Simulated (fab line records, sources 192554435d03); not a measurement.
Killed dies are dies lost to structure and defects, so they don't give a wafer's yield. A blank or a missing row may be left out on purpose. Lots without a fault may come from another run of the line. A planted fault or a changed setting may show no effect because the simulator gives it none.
A struck lot beside a sound one | flow n5_finfet | 14 steps out of a route of 1938
Sound: wafers L229.2, L229.4, L229.6. Struck: wafers L240.1, L240.3, L240.5. The cause comes at the end.
At each step with rows: each side's tool, then ch and its chambers, then its first start. Under that, the readings that differ: sound wafers | struck wafers | difference of the means | sigmas: that difference in standard deviations of wafers without a fault.
alike: readings whose means differ by less than 2 such deviations, and words and numbers that are the same on both sides. not compared: withheld readings, readings that some wafer has no value for, bounds like >300 that may hide the same value, and numbers for which the record gives no deviation and whose values overlap.
The two part at a step that has a row with sigmas, a row that says differs or no value, or rows on one side only. Numbers that don't overlap but have no deviation are shown without sigmas and don't part them. A reading that every wafer of one side lacks parts them only if that side has two wafers or more.

N5_BEOL_M5_ILD_DEP_00: deposits SiCOH lowk from DEMS/porogen, target thk 140.64 nm, time 25.9 s.
  sound on pecvd-01 ch 0,1,2, day 7 19:23; struck on pecvd-02 ch 1,2, day 13 08:25
  alike: heater_power_w, showerhead_plenum_p_Torr, throttle_valve_pct
N5_BEOL_M5_CURE_79: cures SiCOH lowk, time 240 s.
  sound on uv_cure-03 ch 0, day 7 19:32; struck on uv_cure-01 ch 0, day 13 08:29
  alike: lamp_power_pct, wafer_temp_C_max
N5_BEOL_M5_THK_MEAS_01:
  sound on film_metro-01, day 7 19:58; struck on film_metro-02, day 13 08:59
  alike: M5_ILD_THK
N5_BEOL_M5_PECVD_70: deposits SiO2 from TEOS/O2, target thk 16 nm, time 18 s.
  sound on pecvd-02 ch 0,1,2, day 7 20:00; struck on pecvd-03 ch 0,2, day 13 09:02
  alike: heater_power_w, showerhead_plenum_p_Torr, throttle_valve_pct
N5_BEOL_M5_HM_DEP_02: deposits TiN, target thk 20 nm.
  sound on pvd_sputter-03, day 7 22:34; struck on pvd_sputter-03, day 13 10:26
  alike: throttle_valve_pct
then, 7 steps without rows for these wafers: N5_BEOL_M5_COAT_59 (time 60 s, resist thk 60 nm); N5_BEOL_M5_COAT_60 (time 60 s, resist thk 12 nm); N5_BEOL_M5_COAT_71 (time 60 s, resist thk 5 nm); N5_BEOL_M5_COAT_05 (resist thk 30 nm); N5_BEOL_M5_EBR_07; N5_BEOL_M5_SOFTBAKE_06 (time 60 s); N5_BEOL_M5_EXPOSE_08 (exposes mask M5, target cd 28 nm).
N5_BEOL_M5_PEB_09: peb time 60 s.
  sound on litho_track-04 ch 0, day 7 23:01; struck on litho_track-04, day 13 10:56
  no value came back on the struck wafers for chill_plate_temp_C (C), exhaust_pa (Pa), heater_power_total_W (W); on the sound wafers chill_plate_temp_C (C) reads 23.15 23.12 23.12
then, 1 step without rows for these wafers: N5_BEOL_M5_DEVELOP_10 (develop time 30 s).

WHERE THEY PART
Only at N5_BEOL_M5_PEB_09, within this record.

WHY: what the simulator had put in
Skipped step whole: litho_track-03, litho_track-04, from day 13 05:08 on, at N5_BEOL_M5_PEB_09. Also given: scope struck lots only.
